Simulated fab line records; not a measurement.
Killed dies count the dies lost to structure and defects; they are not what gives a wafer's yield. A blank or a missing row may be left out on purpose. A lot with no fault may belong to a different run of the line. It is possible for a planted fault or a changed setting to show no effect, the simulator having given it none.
fab line records ; flow n5-finfet
record: lots: 10; wafers: 30; last-day: 18
route steps=1938 shown GATE_CUT@506 MOL_CONTACT_COAG@535 BEOL_M4@1111 PASSIVATION@1936
lots with no fault: from the same line, run without faults
start-h: hours from the record's opening day to when the first of the lot's shown wafers began ; wait-h: hours elapsed since this lot's preceding step ; " identical to the entry in the row above ; L1.1+2: a row that stands for several wafers ; - no value, or no start was given ; * or withheld: withheld ; < > ~ a bound
route shown NAME@n: NAME is a module with steps in the file, n the number in the route of the first one ; usual: average and standard deviation across the fault-free wafers ; same: alike in all rows ; chamber/n: place in a boat ; sites: each site's reading ; _std_site: the standard deviation of these ; _edge_site: inner sites' mean taken away from outer sites' mean ; radius-mm: for every site, how far away it sits from the centre of the wafer ; mask NAME#n: copy n ; behind: tool/chamber where the wafer was last shaped ; hold: what put the lot on hold/how long, in hours/how the hold closed ; device: which transistor (n, p or np) failed to switch ; end of line: the tests these same wafers got at the end of their route ; a step given without rows: its recipe and nothing more ; killed: dies that structure and defects cost at the first sort, which is not the same as the wafer's yield ; map: dies across one wafer; x = killed, . = not, _ = none there
set.NAME: setting as actually run; set.NAME@STEP: the setting as run at that earlier step ; model.NAME: the simulator's own value behind a step, which no gauge read
one table for each step of the route and one row for each wafer, over a sample of lots
services: the hour from which a tool's chamber was out of use, counted from the record's first day as start-h (under 0 if before that day), plus the number of hours and why
== steps ==
step: N5_GATE_CUT_VAPOR_ETCH_51
recipe: chemistry: BCl3/Cl2; target: HfO2; mode: isotropic
usual: drypump-motor-current-A: 5.8/0.41; oes-product-au: 0.74/0.11
lot.wafer;tool;chamber;start-h;wait-h;drypump-motor-current-A;oes-product-au
L743.2;rie-metal-01;1;84.79;0.0;6.3;0.68
L743.3;rie-metal-01;0;84.79;0.0;5.4;0.62
L743.5;rie-metal-01;1;84.79;0.0;6.3;0.67
L744.1;rie-metal-03;1;91.53;0.0;5.7;0.58
L744.5;rie-metal-03;1;91.53;0.0;5.7;0.58
L744.6;rie-metal-03;0;91.53;0.0;6.2;0.80
L746.2;rie-metal-01;1;102.34;0.0;6.3;0.67
L746.5;rie-metal-01;0;102.34;0.0;5.3;0.62
L746.6;rie-metal-01;1;102.34;0.0;6.3;0.68
L747.3;rie-metal-01;1;111.52;0.0;6.3;0.66
L747.5;rie-metal-01;1;111.52;0.0;6.3;0.67
L747.6;rie-metal-01;0;111.52;0.0;5.3;0.62
L750.1;rie-metal-02;1;129.33;0.0;5.2;0.87
L750.4;rie-metal-02;1;129.33;0.0;5.2;0.87
L750.6;rie-metal-02;1;129.33;0.0;5.2;0.87
L752.2;rie-metal-01;1;142.42;0.0;6.3;0.66
L752.5;rie-metal-01;1;142.42;0.0;6.3;0.67
L752.6;rie-metal-01;0;142.42;0.0;5.3;0.61
L760.1;rie-metal-02;0;189.26;0.0;5.8;0.69
L760.2;rie-metal-02;1;189.26;0.0;5.3;0.83
L760.5;rie-metal-02;1;189.26;0.0;5.2;0.84
L761.1;rie-metal-03;1;199.27;0.1;5.7;0.94
L761.2;rie-metal-03;1;199.27;0.1;5.8;0.94
L761.3;rie-metal-03;1;199.27;0.1;5.7;0.94
L765.2;rie-metal-01;1;220.95;0.1;6.3;0.65
L765.3;rie-metal-01;1;220.95;0.1;6.3;0.66
L765.6;rie-metal-01;1;220.95;0.1;6.3;0.66
L766.1;rie-metal-02;0;225.94;0.0;5.8;0.68
L766.5;rie-metal-02;0;225.94;0.0;5.8;0.69
L766.6;rie-metal-02;1;225.94;0.0;5.2;0.83
step: N5_GATE_CUT_STRIP_21
recipe: chemistry: N2/H2; time-s: 30; power-w: 1000; temp-c: 250; pressure-mtorr: withheld; n2-flow-sccm: 1750; h2-flow-sccm: 3250
usual: drypump-motor-current-A: 5.9/0.56; heater-power-w: 346/39
lot.wafer;tool;chamber;start-h;wait-h;drypump-motor-current-A;heater-power-w;rf-hours-counter-h
L743.2;plasma-asher-01;1;84.84;0.0;5.0;383;79
L743.3;plasma-asher-01;1;84.84;0.0;5.0;383;-
L743.5;plasma-asher-01;1;84.84;0.0;5.0;383;-
L744.1;plasma-asher-02;1;91.79;0.2;6.6;319;46
L744.5;plasma-asher-02;1;91.79;0.2;6.6;324;-
L744.6;plasma-asher-02;0;91.79;0.2;5.8;393;-
L746.2;plasma-asher-02;1;102.47;0.1;6.6;321;50
L746.5;plasma-asher-02;1;102.47;0.1;6.6;330;-
L746.6;plasma-asher-02;0;102.47;0.1;5.8;376;-
L747.3;plasma-asher-01;1;111.59;0.1;5.0;389;-
L747.5;plasma-asher-01;0;111.59;0.1;5.8;296;-
L747.6;plasma-asher-01;1;111.59;0.1;5.0;395;-
L750.1;plasma-asher-02;0;129.38;0.0;5.8;392;56
L750.4;plasma-asher-02;1;129.38;0.0;6.6;324;-
L750.6;plasma-asher-02;1;129.38;0.0;6.7;312;-
L752.2;plasma-asher-01;1;142.47;0.0;5.0;372;88
L752.5;plasma-asher-01;1;142.47;0.0;5.0;386;-
L752.6;plasma-asher-01;0;142.47;0.0;5.9;287;-
L760.1;plasma-asher-02;1;189.31;0.0;6.6;324;67
L760.2;plasma-asher-02;0;189.31;0.0;5.8;386;67
L760.5;plasma-asher-02;0;189.31;0.0;5.8;386;-
L761.1;plasma-asher-01;0;199.35;0.1;5.9;295;98
L761.2;plasma-asher-01;1;199.35;0.1;5.0;381;98
L761.3;plasma-asher-01;1;199.35;0.1;5.0;381;-
L765.2;plasma-asher-02;1;221.35;0.4;6.6;319;77
L765.3;plasma-asher-02;1;221.35;0.4;6.6;329;-
L765.6;plasma-asher-02;0;221.35;0.4;5.8;380;-
L766.1;plasma-asher-02;0;226.13;0.2;5.8;389;79
L766.5;plasma-asher-02;1;226.13;0.2;6.6;320;-
L766.6;plasma-asher-02;0;226.13;0.2;5.8;390;-
step: N5_MOL_CONTACT_COAG_CONTACT_ETCH_14
recipe: chemistry: C4F6/O2; target: SiO2; target-depth-a: 275; overetch-a: 85; mask-material: SOC; pressure-mtorr: 30; source-w: 370; bias-w: 185; Ar_flow_sccm: 300; C4F6_flow_sccm: 16; O2_flow_sccm: 10; time-s: 20; ion-energy-ev: 259.6
usual: drypump-motor-current-A: 5.6/0.51; oes_o_777_au: 0.82/0.11; oes-product-au: 0.70/0.086; rf-fwd-power-W: 364.3/1.9; rf-vpp-V: 692/3.3; showerhead-plenum-p-Torr: 2.85/0.094; throttle-valve-pct: 21.21/0.23
lot.wafer;tool;chamber;start-h;wait-h;drypump-motor-current-A;oes_o_777_au;oes-product-au;rf-fwd-power-W;rf-hours-counter-h;rf-vpp-V;showerhead-plenum-p-Torr;throttle-valve-pct
L743.2;rie-diel-06;0;88.31;0.0;5.5;0.73;0.61;363.0;229;688;2.73;21.46
L743.3;rie-diel-06;3;88.31;0.0;5.3;0.72;0.59;363.3;238;693;2.84;21.11
L743.5;rie-diel-06;0;88.31;0.0;5.6;0.73;0.61;364.2;-;688;2.73;21.48
L744.1;rie-diel-06;0;95.21;0.0;5.5;0.73;0.60;365.2;231;687;2.72;21.46
L744.5;rie-diel-06;1;95.21;0.0;5.0;0.83;0.72;362.8;-;695;2.92;21.04
L744.6;rie-diel-06;0;95.21;0.0;5.6;0.73;0.60;366.1;-;686;2.73;21.44
L746.2;rie-diel-06;1;106.85;0.0;4.9;0.82;0.71;363.2;91;693;2.92;21.02
L746.5;rie-diel-06;2;106.85;0.0;5.5;0.90;0.77;364.1;-;695;2.91;21.38
L746.6;rie-diel-06;3;106.85;0.0;5.3;0.71;0.58;360.4;-;691;2.83;21.12
L747.3;rie-diel-06;2;117.06;0.0;5.5;0.68;0.75;274.5;37;756;2.91;21.38
L747.5;rie-diel-06;2;117.06;0.0;5.5;0.68;0.75;276.2;-;753;2.91;21.39
L747.6;rie-diel-06;1;117.06;0.0;4.9;0.63;0.70;275.6;-;757;2.91;21.03
L750.1;rie-diel-06;0;132.67;0.0;5.5;0.55;0.59;275.6;251;742;2.72;21.47
L750.4;rie-diel-06;0;132.67;0.0;5.5;0.56;0.59;274.7;-;740;2.72;21.49
L750.6;rie-diel-06;2;132.67;0.0;5.5;0.67;0.74;276.5;-;752;2.90;21.42
L752.2;rie-diel-01;3;145.95;0.0;6.1;0.98;0.82;365.2;3;691;2.85;21.34
L752.5;rie-diel-01;3;145.95;0.0;6.1;0.96;0.82;365.5;-;691;2.85;21.33
L752.6;rie-diel-01;2;145.95;0.0;5.2;0.70;0.59;366.1;-;690;2.83;21.20
L760.1;rie-diel-01;3;193.26;0.0;6.1;0.91;0.77;363.1;21;690;2.84;21.36
L760.2;rie-diel-01;0;193.26;0.0;6.0;0.74;0.66;365.8;128;693;2.91;21.36
L760.5;rie-diel-01;2;193.26;0.0;5.2;0.99;0.83;366.9;-;689;2.83;20.74
L761.1;rie-diel-02;3;202.75;0.0;6.5;0.69;0.59;361.1;216;689;2.73;20.99
L761.2;rie-diel-02;2;202.75;0.0;5.5;0.93;0.80;366.3;15;699;3.06;21.17
L761.3;rie-diel-02;1;202.75;0.0;5.4;0.65;0.57;366.2;244;687;2.74;21.42
L765.2;rie-diel-02;3;224.71;0.0;6.5;0.68;0.58;365.8;225;687;2.72;21.01
L765.3;rie-diel-02;0;224.71;0.0;5.5;0.73;0.61;366.2;202;690;2.72;21.27
L765.6;rie-diel-02;2;224.71;0.0;5.4;0.91;0.79;366.0;-;696;3.06;21.17
L766.1;rie-diel-01;3;229.71;0.0;6.1;0.88;0.74;364.9;33;692;2.84;21.38
L766.5;rie-diel-01;2;229.71;0.0;5.1;0.95;0.79;367.2;-;692;2.82;20.77
L766.6;rie-diel-01;3;229.71;0.0;6.1;0.89;0.75;365.7;-;691;2.84;21.39
step: N5_MOL_CONTACT_COAG_ALD_20
recipe: material: TiN; target-thk-a: 15; temp-c: 400; ald-precursor-family: TiCl4; ald-co-reactant: NH3; pulse-time-s: 1; purge-time-s: 3; co-reactant-purge-time-s: 2; co-reactant-pulse-time-s: 2; ald-cycles: 68; pressure-torr: 3
usual: heater-power-w: 899/99; precursor-pulse-height-rel: 1.000/0.02
lot.wafer;tool;chamber;start-h;wait-h;heater-power-w;precursor-pulse-height-rel
L743.2;ald-metal-03;0;89.11;0.1;809;1.029
L743.3;ald-metal-03;2;89.11;0.1;854;0.989
L743.5;ald-metal-03;0;89.11;0.1;786;1.012
L744.1;ald-metal-03;1;96.16;0.1;932;0.999
L744.5;ald-metal-03;0;96.16;0.1;800;1.017
L744.6;ald-metal-03;1;96.16;0.1;936;0.998
L746.2;ald-metal-01;2;107.75;0.1;767;1.007
L746.5;ald-metal-01;2;107.75;0.1;785;1.010
L746.6;ald-metal-01;3;107.75;0.1;969;1.010
L747.3;ald-metal-01;1;117.99;0.1;735;1.004
L747.5;ald-metal-01;3;117.99;0.1;982;1.009
L747.6;ald-metal-01;2;117.99;0.1;798;1.022
L750.1;ald-metal-01;0;133.59;0.1;914;1.018
L750.4;ald-metal-01;3;133.59;0.1;969;0.977
L750.6;ald-metal-01;3;133.59;0.1;977;0.986
L752.2;ald-metal-03;0;146.82;0.1;773;0.975
L752.5;ald-metal-03;0;146.82;0.1;802;0.996
L752.6;ald-metal-03;1;146.82;0.1;950;0.989
L760.1;ald-metal-03;0;194.34;0.1;809;0.964
L760.2;ald-metal-03;2;194.34;0.1;869;1.042
L760.5;ald-metal-03;3;194.34;0.1;987;1.030
L761.1;ald-metal-01;0;203.55;0.1;896;0.958
L761.2;ald-metal-01;3;203.55;0.1;963;0.992
L761.3;ald-metal-01;2;203.55;0.1;767;1.014
L765.2;ald-metal-03;0;228.30;0.1;796;1.052
L765.3;ald-metal-03;3;228.30;0.1;997;1.037
L765.6;ald-metal-03;2;228.30;0.1;837;0.952
L766.1;ald-metal-03;1;231.87;0.1;931;0.996
L766.5;ald-metal-03;1;231.87;0.1;937;0.995
L766.6;ald-metal-03;2;231.87;0.1;859;1.016
step: N5_BEOL_M4_RC_MEAS_101
usual: DIBL_N: 36.2/1.6; DIBL_P: 36.1/2; IOFF_N: 0.16/0.032; IOFF_P: 0.22/0.036; ION_N: 672/11; ION_P: 463/7.5; RC_DENSE_N: 18.9/0.46; RC_DENSE_P: 23.6/0.64; RC_N: 15.4/0.37; RC_P: 19.3/0.52; REXT_N: 74.9/1.6; REXT_P: 100.6/2.4; SS_N: 71.4/0.58; SS_P: 73.2/0.67; VT_N: 250/3.3; VT_P: -250/3.3
lot.wafer;tool;chamber;start-h;wait-h;DIBL_N[mV/V];DIBL_P[mV/V];IOFF_N[nA/um];IOFF_P[nA/um];ION_N[uA/um];ION_P[uA/um];RC_DENSE_N[ohm.um];RC_DENSE_P[ohm.um];RC_N[ohm.um];RC_P[ohm.um];REXT_N[ohm.um];REXT_P[ohm.um];SS_N[mV/dec];SS_P[mV/dec];VT_N[mV];VT_P[mV]
L743.2;prober-02;0;172.98;0.2;36.6;37.3;0.13;0.17;652;446;18.9;24.3;15.5;19.6;74.0;105.1;71.1;72.5;254;-257
L743.3;prober-02;0;172.98;0.2;37.2;38.7;0.17;0.19;679;456;19.9;25.2;16.1;20.8;74.6;106.6;72.3;74.0;247;-251
L743.5;prober-02;0;172.98;0.2;34.5;35.6;0.12;0.15;660;444;19.0;24.6;15.6;20.0;73.2;105.6;70.7;72.3;255;-256
L744.1;prober-01;0;175.49;0.0;35.8;35.9;0.15;0.24;678;477;20.1;24.9;16.5;20.4;77.8;103.9;71.1;73.3;249;-246
L744.5;prober-01;0;175.49;0.0;33.8;32.6;0.11;0.19;659;464;18.7;23.7;15.4;19.3;77.4;102.9;70.3;72.6;253;-251
L744.6;prober-01;0;175.49;0.0;35.6;34.7;0.15;0.22;672;470;19.2;24.1;15.7;19.6;76.2;102.7;71.3;72.8;248;-247
L746.2;prober-02;0;181.64;0.2;36.3;35.6;0.16;0.23;683;474;17.9;22.6;14.7;18.5;74.6;99.7;71.8;73.3;247;-250
L746.5;prober-02;0;181.64;0.2;37.3;37.0;0.18;0.25;680;465;18.8;23.5;15.2;19.3;75.6;100.3;71.7;73.5;247;-246
L746.6;prober-02;0;181.64;0.2;37.1;36.1;0.16;0.22;680;472;18.8;23.6;15.3;19.2;75.7;100.9;71.6;73.8;248;-250
L747.3;prober-01;0;197.74;0.3;38.3;35.2;0.17;0.21;665;457;29.8;37.6;24.4;30.7;80.7;111.1;71.6;73.2;248;-249
L747.5;prober-01;0;197.74;0.3;35.9;32.5;0.13;0.18;647;449;30.1;37.4;24.5;30.8;81.9;111.8;71.3;71.8;248;-251
L747.6;prober-01;0;197.74;0.3;36.2;33.4;0.13;0.19;652;449;32.4;40.3;26.4;32.9;84.6;114.5;71.5;72.3;251;-250
L750.1;prober-02;0;213.45;0.0;34.3;33.8;0.13;0.17;641;441;32.8;40.6;26.8;32.9;84.5;110.8;71.4;72.2;255;-256
L750.4;prober-02;0;213.45;0.0;33.2;33.0;0.12;0.15;629;430;32.0;39.7;26.2;32.2;84.6;109.7;70.8;72.7;257;-258
L750.6;prober-02;0;213.45;0.0;35.8;37.2;0.16;0.22;653;448;30.5;37.9;25.0;30.8;83.0;105.8;71.2;73.9;249;-252
L752.2;prober-02;0;224.69;0.2;37.7;37.1;0.17;0.24;675;471;18.5;22.9;15.3;18.7;73.8;101.6;71.8;73.0;247;-246
L752.5;prober-02;0;224.69;0.2;37.3;38.2;0.16;0.26;678;471;18.8;23.6;15.5;19.1;75.5;100.8;71.5;74.0;248;-245
L752.6;prober-02;0;224.69;0.2;37.0;38.0;0.16;0.24;682;466;19.0;23.3;15.5;19.0;75.1;101.3;71.5;72.8;249;-246
L760.1;prober-02;0;273.13;0.0;34.6;34.6;0.12;0.18;661;458;18.2;22.6;14.7;18.4;72.7;95.1;71.6;72.5;254;-253
L760.2;prober-02;0;273.13;0.0;35.1;35.6;0.13;0.19;667;461;18.0;22.5;14.9;18.4;73.0;95.3;71.1;72.6;254;-250
L760.5;prober-02;0;273.13;0.0;36.8;38.2;0.15;0.23;679;470;18.5;23.0;15.1;18.9;73.9;95.7;72.1;73.9;251;-250
L761.1;prober-02;0;286.14;0.0;34.9;35.6;0.14;0.23;668;463;18.9;24.1;15.5;19.7;74.7;99.6;71.3;73.1;253;-246
L761.2;prober-02;0;286.14;0.0;32.7;32.1;0.12;0.18;677;467;19.4;24.2;15.8;20.0;74.8;101.3;70.6;72.5;251;-248
L761.3;prober-02;0;286.14;0.0;37.0;37.2;0.19;0.27;681;472;19.3;23.6;15.5;19.4;74.8;100.0;71.7;73.3;245;-244
L765.2;prober-02;0;323.01;0.2;33.9;34.4;0.12;0.17;661;464;18.8;22.8;15.3;18.7;73.4;101.3;70.6;71.7;254;-253
L765.3;prober-02;0;323.01;0.2;35.4;37.0;0.14;0.20;679;466;18.6;23.1;15.3;18.6;73.9;100.6;70.3;72.9;253;-249
L765.6;prober-02;0;323.01;0.2;34.7;36.1;0.13;0.19;669;466;18.9;22.9;15.2;18.8;75.0;102.4;70.5;72.2;254;-252
L766.1;prober-02;0;339.85;0.0;38.7;39.5;0.20;0.25;694;469;19.0;23.4;15.3;19.2;77.2;100.8;72.4;73.6;244;-246
L766.5;prober-02;0;339.85;0.0;36.5;37.2;0.16;0.22;679;470;20.1;25.4;16.6;20.6;78.4;102.3;72.2;73.4;250;-247
L766.6;prober-02;0;339.85;0.0;34.7;35.7;0.13;0.20;661;465;18.5;23.1;15.1;18.9;77.7;100.6;71.4;72.2;252;-252
step: N5_PASSIVATION_PROBE_49
usual: defect-limited-yield: 91.4/1.3; killed_at_M0_to_M3: 34/10; killed_at_M4_up: 14/5.6; killed-at-contacts: 13/5.9; killed-at-front-end: 37/9.9; killed-at-other: 3.5/2.8; killed-dies: 101/15; killed-open: 67/12; killed-short: 32/6.6; sort_bin_5_function: 5.0/0.81; sort_bin_6_memory: 3.2/0.66; sort_bin_8_speed: 0.00/0.007; sort-n-pass: 1079/15; sort-yield-pct: 91.4/1.3
same: gross-dies: 1180; killed-at-back-side: 0; sort_bin_4_leakage[%]: 0
lot.wafer;tool;chamber;start-h;wait-h;defect-limited-yield[%];killed_at_M0_to_M3;killed_at_M4_up;killed-at-contacts;killed-at-front-end;killed-at-other;killed-dies;killed-open;killed-short;sort_bin_5_function[%];sort_bin_6_memory[%];sort_bin_8_speed[%];sort-n-pass;sort-yield-pct[%]
L760.1;prober-02;-;376.29;0.0;89.7;34;29;13;44;1;121;86;33;6.6;3.6;0;1059;89.7
L760.2;prober-02;-;376.34;0.1;91.4;34;13;18;31;6;102;65;36;4.7;3.7;0;1078;91.4
L760.5;prober-02;-;376.49;0.2;91.5;36;14;18;32;0;100;64;34;5.7;2.5;0;1080;91.5
L761.1;prober-01;-;395.85;0.0;93.6;26;12;4;25;9;76;45;29;4.0;2.0;0;1104;93.6
L761.2;prober-01;-;395.90;0.1;92.2;37;14;5;32;4;92;60;32;4.8;2.9;0;1088;92.2
L761.3;prober-01;-;395.95;0.1;91.2;40;4;17;39;4;104;58;45;5.2;3.5;0;1076;91.2
L765.2;prober-02;-;423.61;0.1;90.8;44;10;9;42;4;109;72;37;5.7;3.3;0;1071;90.8
L765.3;prober-02;-;423.66;0.1;91.2;26;15;15;43;5;104;68;35;4.8;3.7;0;1076;91.2
L765.6;prober-02;-;423.81;0.3;92.1;39;19;10;24;1;93;55;38;4.7;3.1;0;1087;92.1
killed by level:class
L760.1 BEOL_M4:geometric-particle:open=14 FIN_SAQP:geometric-particle:open=11 STI_FIN_REVEAL:geometric-particle:open=9 BEOL_M0_SAQP:geometric-particle:open=9 FIN_SAQP:geometric-particle:short=8 MOL_CONTACT_COAG:geometric-particle:open=8 BEOL_M3:geometric-particle:open=8 BEOL_M2:geometric-particle:open=7
L760.2 MOL_CONTACT_COAG:geometric-particle:open=16 BEOL_M1:geometric-particle:open=10 GATE_CUT:geometric-particle:short=6 BEOL_M0_SAQP:geometric-particle:open=5 BEOL_M2:geometric-particle:open=5 BEOL_M4:geometric-particle:open=5 FIN_SAQP:geometric-particle:short=4 BEOL_M3:geometric-particle:short=4
L760.5 MOL_CONTACT_COAG:geometric-particle:open=13 BEOL_M1:geometric-particle:open=7 BEOL_M2:geometric-particle:open=7 BEOL_M3:geometric-particle:open=7 STI_FIN_REVEAL:geometric-particle:open=6 GATE_CUT:geometric-particle:short=6 BEOL_M0_SAQP:geometric-particle:short=5 STARTING-WAFER:geometric-particle:short=5
L761.1 BEOL_M0_SAQP:geometric-particle:short=8 BEOL_M2:geometric-particle:open=8 BEOL_M4:geometric-particle:open=5 FIN_SAQP:geometric-particle:open=4 STI_FIN_REVEAL:geometric-particle:open=3 DUMMY_GATE:geometric-particle:open=3 GATE_CUT:geometric-particle:short=3 GATE_CUT:geometric-particle:open=3
L761.2 BEOL_M0_SAQP:geometric-particle:short=15 FIN_SAQP:geometric-particle:open=10 BEOL_M2:geometric-particle:open=9 BEOL_M4:geometric-particle:open=9 FIN_SAQP:geometric-particle:short=7 STI_FIN_REVEAL:geometric-particle:open=7 BEOL_M0_SAQP:geometric-particle:open=7 MOL_CONTACT_COAG:geometric-particle:open=4
L761.3 BEOL_M0_SAQP:geometric-particle:short=18 MOL_CONTACT_COAG:geometric-particle:open=15 BEOL_M0_SAQP:geometric-particle:open=10 STI_FIN_REVEAL:geometric-particle:open=6 DUMMY_GATE:geometric-particle:open=6 GATE_CUT:geometric-particle:short=6 FIN_SAQP:geometric-particle:short=5 BEOL_M1:geometric-particle:open=4
L765.2 FIN_SAQP:geometric-particle:open=14 BEOL_M0_SAQP:geometric-particle:open=12 BEOL_M0_SAQP:geometric-particle:short=10 MOL_CONTACT_COAG:geometric-particle:open=8 BEOL_M1:geometric-particle:open=7 GATE_CUT:geometric-particle:short=5 BEOL_M2:geometric-particle:open=5 BEOL_M3:geometric-particle:open=5
L765.3 MOL_CONTACT_COAG:geometric-particle:open=13 STI_FIN_REVEAL:geometric-particle:open=10 FIN_SAQP:geometric-particle:open=9 DUMMY_GATE:geometric-particle:open=6 BEOL_M0_SAQP:geometric-particle:short=6 FIN_SAQP:geometric-particle:short=4 BEOL_M0_SAQP:geometric-particle:open=4 BEOL_M1:geometric-particle:open=4
L765.6 BEOL_M0_SAQP:geometric-particle:short=11 MOL_CONTACT_COAG:geometric-particle:open=8 BEOL_M3:geometric-particle:open=8 BEOL_M1:geometric-particle:open=6 FIN_SAQP:geometric-particle:open=5 FIN_SAQP:geometric-particle:short=5 GATE_CUT:geometric-particle:short=5 BEOL_M0_SAQP:geometric-particle:open=4
== services ==
tool;chamber;start-h;hours;kind
plasma-asher-01;-;91.31;6.3;repair
rie-diel-02;-;96.68;28.1;pm
plasma-asher-01;-;101.17;5.2;repair
ald-metal-03;1;104.34;27.6;repair
rie-diel-01;-;105.62;2.8;pm
rie-metal-02;-;107.96;1.2;repair
rie-diel-06;3;116.09;-;clean
rie-diel-06;3;116.09;-;consumable-replace:focus-ring
rie-diel-06;3;116.09;18.1;scheduled-down
rie-diel-06;3;116.09;18.1;vent-cycle
rie-diel-02;3;126.12;3.5;repair
plasma-asher-02;-;138.12;2.8;pm
rie-diel-06;0;141.86;-;clean
rie-diel-06;0;141.86;-;consumable-replace:focus-ring
rie-diel-06;0;141.86;-;consumable-replace:showerhead
rie-diel-02;3;143.67;19.0;repair
ald-metal-01;0;166.46;3.5;repair
ald-metal-01;2;175.13;6.4;repair
rie-metal-03;0;196.03;8.7;repair
plasma-asher-01;-;206.39;29.2;repair
ald-metal-01;-;209.05;2.8;pm
rie-diel-02;1;209.60;1.2;repair
rie-diel-06;2;212.80;6.6;repair
rie-diel-01;0;231.78;6.0;repair
== key ==
first-sign: step: N5_MOL_CONTACT_COAG_CONTACT_ETCH_14; reading: rf-fwd-power-W; direction: down; sigmas: 48; usual: *; struck: *
effect: step: N5_MOL_CONTACT_COAG_CONTACT_ETCH_14; reading: rf-vpp-V; direction: up; sigmas: 18; usual: 692; struck: 750
effect: step: N5_BEOL_M4_RC_MEAS_101; reading: RC_N; direction: up; sigmas: 28; usual: 15.4; struck: 25.6
effect: step: N5_BEOL_M4_RC_MEAS_101; reading: RC_DENSE_N; direction: up; sigmas: 27; usual: 18.9; struck: 31.3
effect: step: N5_BEOL_M4_RC_MEAS_101; reading: RC_DENSE_P; direction: up; sigmas: 24; usual: 23.6; struck: 38.9
effect: step: N5_BEOL_M4_RC_MEAS_101; reading: RC_P; direction: up; sigmas: 24; usual: 19.3; struck: 31.7
effect: step: N5_BEOL_M4_RC_MEAS_101; reading: REXT_N; direction: up; sigmas: 5.3; usual: 74.9; struck: 83.2
effect: step: N5_BEOL_M4_RC_MEAS_101; reading: REXT_P; direction: up; sigmas: 4.2; usual: 100.6; struck: 110.6
effect: step: N5_BEOL_M4_RC_MEAS_101; reading: ION_N; direction: down; sigmas: 2.3; usual: 672; struck: 648
effect: step: N5_BEOL_M4_RC_MEAS_101; reading: ION_P; direction: down; sigmas: 2.3; usual: 463; struck: 446
met-at N5_MOL_CONTACT_COAG_CONTACT_ETCH_14
struck-lots L747,L750
rows-end L747.3,L747.5,L747.6,L750.1,L750.4,L750.6
not-acting-at N5_GATE_CUT_VAPOR_ETCH_51,N5_GATE_CUT_STRIP_21,N5_MOL_CONTACT_COAG_ALD_20
onset-between 106.85 117.06
fault: kind: process-parameter-drift; tool: rie-diel-06; chamber: -; onset-h: 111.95; steps: N5_MOL_CONTACT_COAG_CONTACT_ETCH_14; channel: source-w; offset: -88.8; shape: step; acts-in: these-recipes-only; stated: 370
rows-end: these wafers met a further fault down the route, and their rows from its step on are left out
